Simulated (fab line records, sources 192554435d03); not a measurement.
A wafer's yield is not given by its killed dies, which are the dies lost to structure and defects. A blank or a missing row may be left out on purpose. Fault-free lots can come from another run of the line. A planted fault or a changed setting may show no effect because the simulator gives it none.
A single fault, viewed from 3 desks    flow n5_finfet    each desk holds nothing but its own numbers, with what lay behind them at the end

== TOOL OWNER'S DESK, rie_diel-03 ==
The tool's own readings at N5_BEOL_M7_ETCH_66 (etches SOC in N2/H2, target depth 80 nm, overetch 16 nm, time 120 s): means of the sampled wafers that have a number, for each lot that ran on this tool. Any lot whose mean is over 4 standard deviations away from the usual mean is out of limits and marked OUT; that distance is given in the brackets.
Columns: A = drypump_motor_current_A at N5_BEOL_M7_ETCH_66, usual 5.6 A; B = oes_product_au at N5_BEOL_M7_ETCH_66, usual 0.60 a.u.; C = rf_vpp_V at N5_BEOL_M7_ETCH_66, usual 523.9 V; D = showerhead_plenum_p_Torr at N5_BEOL_M7_ETCH_66, usual 2.54 Torr; E = throttle_valve_pct at N5_BEOL_M7_ETCH_66, usual 17.86 %
lot   first seen here  A    B     C      D     E
L958  day 11 10:20     5.3  0.62  522.4  2.49  17.88
L963  day 12 14:46     6.2  0.64  523.8  2.53  17.76
L962  day 12 16:55     5.7  0.60  523.3  2.51  17.87
L966  day 12 22:44     5.8  0.65  523.4  2.50  17.80
Finding of this desk: none of the 4 lots has anything out of limits.

== METROLOGY DESK ==
What the gauges read for every lot (on any tool): the sampled wafers with a number, averaged. Any lot whose mean is over 4 standard deviations away from the usual mean is out of limits and marked OUT; that distance is given in the brackets.
Columns: A = cd_nm at N5_BEOL_M7_CD_MEAS_28, usual 40.03 nm; B = V6_OVL at N5_BEOL_M7_OVL_MEAS_29, usual -0.2 nm
lot   first seen here  A      B
L956  day 10 09:45     40.00  -1.0
L958  day 11 10:05     39.98  -0.3
L963  day 12 14:33     39.72  -0.2
L962  day 12 16:37     40.01  0.5
L966  day 12 22:19     40.15  -0.5
L970  day 14 06:47     39.96  -0.7
L973  day 15 10:50     39.96  -0.6
Finding of this desk: none of the 7 lots has anything out of limits.

== THE DEFECT DESK ==
Inspection counts along the route, by lot: the mean over sampled wafers that carry a number. Any lot whose mean is over 4 standard deviations away from the usual mean is out of limits and marked OUT; that distance is given in the brackets.
Columns: A = raw_defect_count at N5_BEOL_M7_INSPECT_30, usual 410
lot   first seen here  A
L956  day 10 09:50     434
L958  day 11 10:11     365
L963  day 12 14:38     407
L962  day 12 16:42     333
L966  day 12 22:24     391
L970  day 14 06:52     327
L973  day 15 10:55     418
Finding of this desk: none of the 7 lots has anything out of limits.

== PUT TOGETHER ==
Nothing out of limits was seen by the tool owner's desk.
At the metrology desk, nothing out of limits was observed.
The defect desk saw nothing out of limits.

== WHAT WAS PUT IN BY THE SIMULATOR ==
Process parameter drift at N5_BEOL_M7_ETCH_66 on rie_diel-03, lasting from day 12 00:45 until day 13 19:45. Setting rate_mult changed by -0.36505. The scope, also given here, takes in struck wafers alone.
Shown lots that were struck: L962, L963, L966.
